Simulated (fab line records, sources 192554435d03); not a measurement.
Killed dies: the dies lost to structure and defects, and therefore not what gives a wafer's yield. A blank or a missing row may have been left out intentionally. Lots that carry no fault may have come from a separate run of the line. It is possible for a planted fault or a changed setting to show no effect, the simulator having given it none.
Which of the tools did it? | flow n5_finfet | Sampling: 24 lots, 72 wafers, 5 of 1938 route steps

## WHAT THE GAUGES SHOWED, per wafer
N5_BEOL_M2_INSPECT_59: inspects for defects (darkfield). Usual: 76 for raw_defect_count, sd 29.
lot  | measured     | on                | raw_defect_count | flag
L074 | day 7 03:10  | defect_inspect-01 | 59 97 82         |
L076 | day 7 06:38  | defect_inspect-02 | 69 58 57         |
L075 | day 7 09:20  | defect_inspect-01 | 77 80 54         |
L077 | day 7 12:34  | defect_inspect-01 | 63 51 70         |
L078 | day 7 19:26  | defect_inspect-02 | 84 121 98        |
L079 | day 8 04:43  | defect_inspect-01 | 109 202 118      |
L080 | day 8 08:10  | defect_inspect-02 | 55 63 54         |
L081 | day 8 17:09  | defect_inspect-02 | 93 68 86         |
L082 | day 8 23:12  | defect_inspect-01 | 125 98 90        |
L083 | day 9 06:40  | defect_inspect-01 | 41 91 104        |
L084 | day 9 07:37  | defect_inspect-01 | 54 63 40         |
L085 | day 9 12:09  | defect_inspect-01 | 49 82 71         |
L086 | day 10 00:22 | defect_inspect-02 | 66 92 85         |
L087 | day 10 07:58 | defect_inspect-01 | 46 72 70         |
L088 | day 10 12:08 | defect_inspect-02 | 60 83 76         |
L089 | day 10 19:07 | defect_inspect-02 | 106 49 65        |
L090 | day 10 20:13 | defect_inspect-02 | 71 76 56         |
L091 | day 11 08:10 | defect_inspect-02 | 85 65 47         |
L092 | day 11 09:16 | defect_inspect-02 | 84 50 64         |
L093 | day 12 01:10 | defect_inspect-02 | 59 83 35         |
L094 | day 12 03:01 | defect_inspect-01 | 77 117 99        |
L095 | day 12 06:36 | defect_inspect-01 | 47 93 43         |
L096 | day 12 15:50 | defect_inspect-02 | 95 107 111       |
L097 | day 12 15:49 | defect_inspect-01 | 77 78 55         |

N5_BEOL_M3_CD_MEAS_11 targets a cd of 17.05 nm. Usual: 17.17 nm for cd_nm, sd 0.24.
lot  | measured     | on        | cd_nm (nm)        | flag
L074 | day 7 05:25  | cd_sem-02 | 17.30 17.22 17.32 |
L076 | day 7 08:51  | cd_sem-02 | 17.45 17.23 16.72 |
L075 | day 7 12:37  | cd_sem-02 | 17.35 17.20 17.55 |
L077 | day 7 13:56  | cd_sem-01 | 17.34 17.25 17.09 |
L078 | day 7 20:35  | cd_sem-02 | 17.02 17.42 17.26 |
L079 | day 8 05:20  | cd_sem-03 | 17.27 17.32 17.36 |
L080 | day 8 11:03  | cd_sem-02 | 16.73 17.23 17.13 |
L081 | day 8 19:41  | cd_sem-03 | 16.85 17.31 17.11 |
L082 | day 9 01:03  | cd_sem-01 | 17.68 17.33 17.18 |
L083 | day 9 08:14  | cd_sem-02 | 17.10 16.87 16.73 |
L084 | day 9 08:49  | cd_sem-02 | 17.24 17.51 17.28 |
L085 | day 9 15:19  | cd_sem-03 | 17.50 17.31 17.24 |
L086 | day 10 01:32 | cd_sem-03 | 17.33 16.84 16.86 |
L087 | day 10 10:13 | cd_sem-01 | 16.90 16.88 17.12 |
L088 | day 10 12:51 | cd_sem-03 | 17.46 17.60 17.27 |
L089 | day 10 23:48 | cd_sem-02 | 17.07 17.46 17.08 |
L090 | day 11 00:13 | cd_sem-01 | 16.86 17.07 16.89 |
L091 | day 11 09:12 | cd_sem-02 | 17.01 17.42 16.98 |
L092 | day 11 09:51 | cd_sem-03 | 17.13 17.62 17.56 |
L093 | day 12 02:24 | cd_sem-02 | 16.61 17.08 16.67 |
L094 | day 12 04:00 | cd_sem-03 | 16.97 16.84 17.30 |
L095 | day 12 07:35 | cd_sem-03 | 17.06 17.01 17.07 |
L096 | day 12 17:48 | cd_sem-03 | 17.28 17.27 17.21 |
L097 | day 12 17:46 | cd_sem-01 | 17.28 17.13 17.23 |

## WHICH TOOL RAN EACH LOT (tool, then ch and the chambers of the sampled wafers, then the start)
lot  | N5_BEOL_M2_SPUTTER_79        | N5_BEOL_M2_SPUTTER_86        | N5_BEOL_M2_SPUTTER_94
L074 | pvd_sputter-02, day 7 00:32  | pvd_sputter-02, day 7 00:59  | pvd_sputter-02, day 7 01:52
L076 | pvd_sputter-03, day 7 03:42  | pvd_sputter-03, day 7 04:08  | pvd_sputter-03, day 7 05:01
L075 | pvd_sputter-03, day 7 06:43  | pvd_sputter-03, day 7 07:09  | pvd_sputter-03, day 7 08:02
L077 | pvd_sputter-02, day 7 09:58  | pvd_sputter-02, day 7 10:24  | pvd_sputter-02, day 7 11:17
L078 | pvd_sputter-02, day 7 16:49  | pvd_sputter-02, day 7 17:16  | pvd_sputter-02, day 7 18:08
L079 | pvd_sputter-01, day 8 02:05  | pvd_sputter-01, day 8 02:32  | pvd_sputter-01, day 8 03:25
L080 | pvd_sputter-01, day 8 05:34  | pvd_sputter-01, day 8 06:00  | pvd_sputter-01, day 8 06:53
L081 | pvd_sputter-01, day 8 14:32  | pvd_sputter-01, day 8 14:58  | pvd_sputter-01, day 8 15:51
L082 | pvd_sputter-01, day 8 20:32  | pvd_sputter-01, day 8 20:59  | pvd_sputter-01, day 8 21:52
L083 | pvd_sputter-02, day 9 04:03  | pvd_sputter-02, day 9 04:29  | pvd_sputter-02, day 9 05:22
L084 | pvd_sputter-03, day 9 05:00  | pvd_sputter-03, day 9 05:26  | pvd_sputter-03, day 9 06:19
L085 | pvd_sputter-01, day 9 09:29  | pvd_sputter-01, day 9 09:55  | pvd_sputter-01, day 9 10:48
L086 | pvd_sputter-03, day 9 21:45  | pvd_sputter-03, day 9 22:11  | pvd_sputter-03, day 9 23:04
L087 | pvd_sputter-03, day 10 01:53 | pvd_sputter-03, day 10 02:19 | pvd_sputter-03, day 10 03:12
L088 | pvd_sputter-01, day 10 04:44 | pvd_sputter-01, day 10 05:10 | pvd_sputter-01, day 10 06:03
L089 | pvd_sputter-03, day 10 14:02 | pvd_sputter-03, day 10 14:29 | pvd_sputter-03, day 10 15:22
L090 | pvd_sputter-02, day 10 16:39 | pvd_sputter-02, day 10 17:05 | pvd_sputter-02, day 10 17:58
L091 | pvd_sputter-03, day 11 05:32 | pvd_sputter-03, day 11 05:59 | pvd_sputter-03, day 11 06:52
L092 | pvd_sputter-01, day 11 06:23 | pvd_sputter-01, day 11 06:50 | pvd_sputter-01, day 11 07:43
L093 | pvd_sputter-03, day 11 22:33 | pvd_sputter-03, day 11 22:59 | pvd_sputter-03, day 11 23:52
L094 | pvd_sputter-03, day 12 00:23 | pvd_sputter-03, day 12 00:50 | pvd_sputter-03, day 12 01:43
L095 | pvd_sputter-03, day 12 03:51 | pvd_sputter-03, day 12 04:17 | pvd_sputter-03, day 12 05:10
L096 | pvd_sputter-02, day 12 13:11 | pvd_sputter-02, day 12 13:38 | pvd_sputter-02, day 12 14:31
L097 | pvd_sputter-01, day 12 13:13 | pvd_sputter-01, day 12 13:39 | pvd_sputter-01, day 12 14:32
- N5_BEOL_M2_SPUTTER_79: material Cu, target thk 4.5 nm, time 8.29 s.
- N5_BEOL_M2_SPUTTER_86: material Cu, target thk 4.5 nm, time 8.29 s.
- N5_BEOL_M2_SPUTTER_94: material Cu, target thk 4.5 nm, time 8.29 s.

## AS READ BY THE TOOLS THEMSELVES (means over the sampled wafers that have a number; for cases with no such wafer, the mark the record gives instead)
N5_BEOL_M2_SPUTTER_79. Usual: chuck_gas_flow_sccm 1.26 sccm, standard deviation 0.055; throttle_valve_pct 30.1 %, standard deviation 0.92.
lot  | tool           | chuck_gas_flow_sccm (sccm) | throttle_valve_pct (%) | flag
L074 | pvd_sputter-02 | 1.28                       | 30.5                   |
L076 | pvd_sputter-03 | 1.29                       | 30.1                   |
L075 | pvd_sputter-03 | 1.29                       | 30.2                   |
L077 | pvd_sputter-02 | 1.32                       | 29.7                   |
L078 | pvd_sputter-02 | 1.30                       | 29.7                   |
L079 | pvd_sputter-01 | 1.24                       | 29.3                   |
L080 | pvd_sputter-01 | 1.26                       | 29.4                   |
L081 | pvd_sputter-01 | 1.22                       | 29.5                   |
L082 | pvd_sputter-01 | 1.20                       | 29.3                   |
L083 | pvd_sputter-02 | 1.28                       | 30.7                   |
L084 | pvd_sputter-03 | 1.26                       | 30.9                   |
L085 | pvd_sputter-01 | 1.25                       | 29.1                   |
L086 | pvd_sputter-03 | 1.23                       | 30.6                   |
L087 | pvd_sputter-03 | 1.28                       | 30.3                   |
L088 | pvd_sputter-01 | 1.29                       | 29.2                   |
L089 | pvd_sputter-03 | 1.27                       | 30.7                   |
L090 | pvd_sputter-02 | 1.27                       | 29.5                   |
L091 | pvd_sputter-03 | 1.26                       | 30.8                   |
L092 | pvd_sputter-01 | 1.30                       | 29.3                   |
L093 | pvd_sputter-03 | 1.23                       | 30.6                   |
L094 | pvd_sputter-03 | 1.24                       | 30.9                   |
L095 | pvd_sputter-03 | 1.26                       | 30.3                   |
L096 | pvd_sputter-02 | 1.27                       | 30.5                   |
L097 | pvd_sputter-01 | 1.23                       | 30.1                   |

N5_BEOL_M2_SPUTTER_86. Usual: chuck_gas_flow_sccm 1.25 sccm, standard deviation 0.052; throttle_valve_pct 30.0 %, standard deviation 0.9.
lot  | tool           | chuck_gas_flow_sccm (sccm) | throttle_valve_pct (%) | flag
L074 | pvd_sputter-02 | 1.25                       | 30.6                   |
L076 | pvd_sputter-03 | 1.26                       | 30.0                   |
L075 | pvd_sputter-03 | 1.26                       | 30.1                   |
L077 | pvd_sputter-02 | 1.27                       | 29.8                   |
L078 | pvd_sputter-02 | 1.31                       | 29.9                   |
L079 | pvd_sputter-01 | 1.23                       | 29.1                   |
L080 | pvd_sputter-01 | 1.23                       | 29.3                   |
L081 | pvd_sputter-01 | 1.23                       | 29.6                   |
L082 | pvd_sputter-01 | 1.22                       | 29.2                   |
L083 | pvd_sputter-02 | 1.32                       | 30.6                   |
L084 | pvd_sputter-03 | 1.27                       | 30.8                   |
L085 | pvd_sputter-01 | 1.23                       | 29.1                   |
L086 | pvd_sputter-03 | 1.27                       | 30.7                   |
L087 | pvd_sputter-03 | 1.26                       | 30.1                   |
L088 | pvd_sputter-01 | 1.27                       | 29.0                   |
L089 | pvd_sputter-03 | 1.27                       | 30.7                   |
L090 | pvd_sputter-02 | 1.23                       | 29.6                   |
L091 | pvd_sputter-03 | 1.21                       | 30.8                   |
L092 | pvd_sputter-01 | 1.31                       | 29.3                   |
L093 | pvd_sputter-03 | 1.18                       | 30.5                   |
L094 | pvd_sputter-03 | 1.27                       | 30.8                   |
L095 | pvd_sputter-03 | 1.20                       | 30.3                   |
L096 | pvd_sputter-02 | 1.26                       | 30.4                   |
L097 | pvd_sputter-01 | 1.19                       | 30.3                   |

N5_BEOL_M2_SPUTTER_94. Usual: chuck_gas_flow_sccm 1.26 sccm, standard deviation 0.05; throttle_valve_pct 30.0 %, standard deviation 0.92.
lot  | tool           | chuck_gas_flow_sccm (sccm) | throttle_valve_pct (%) | flag
L074 | pvd_sputter-02 | 1.27                       | 30.5                   |
L076 | pvd_sputter-03 | 1.31                       | 29.9                   |
L075 | pvd_sputter-03 | 1.29                       | 30.1                   |
L077 | pvd_sputter-02 | 1.27                       | 29.6                   |
L078 | pvd_sputter-02 | 1.24                       | 29.6                   |
L079 | pvd_sputter-01 | 1.22                       | 29.1                   |
L080 | pvd_sputter-01 | 1.23                       | 29.2                   |
L081 | pvd_sputter-01 | 1.29                       | 29.4                   |
L082 | pvd_sputter-01 | 1.26                       | 29.3                   |
L083 | pvd_sputter-02 | 1.28                       | 30.5                   |
L084 | pvd_sputter-03 | 1.28                       | 30.8                   |
L085 | pvd_sputter-01 | 1.26                       | 28.9                   |
L086 | pvd_sputter-03 | 1.29                       | 30.5                   |
L087 | pvd_sputter-03 | 1.26                       | 30.2                   |
L088 | pvd_sputter-01 | 1.20                       | 29.1                   |
L089 | pvd_sputter-03 | 1.25                       | 30.7                   |
L090 | pvd_sputter-02 | 1.28                       | 29.6                   |
L091 | pvd_sputter-03 | 1.27                       | 30.7                   |
L092 | pvd_sputter-01 | 1.25                       | 29.3                   |
L093 | pvd_sputter-03 | 1.25                       | 30.5                   |
L094 | pvd_sputter-03 | 1.26                       | 30.8                   |
L095 | pvd_sputter-03 | 1.26                       | 30.4                   |
L096 | pvd_sputter-02 | 1.27                       | 30.5                   |
L097 | pvd_sputter-01 | 1.23                       | 30.1                   |

## THE ANSWER, worked out from the rows above alone
Rule: a lot is off if the mean of its wafers that have a number lies more than 3 standard deviations from the usual mean. A lot without any number at a reading at which 4 lots or more have one is off too. The other lots that the step has rows for count as sound. First the gauges in route order, then the tools' own readings, where a lot's mean is used as printed above. The first step at which some lot is off is used, and at that step the reading that is off furthest; a lot without a number counts as furthest.
No lot is off at any reading shown: from this, nothing can be told.

## WHAT HAD BEEN PUT IN BY THE SIMULATOR
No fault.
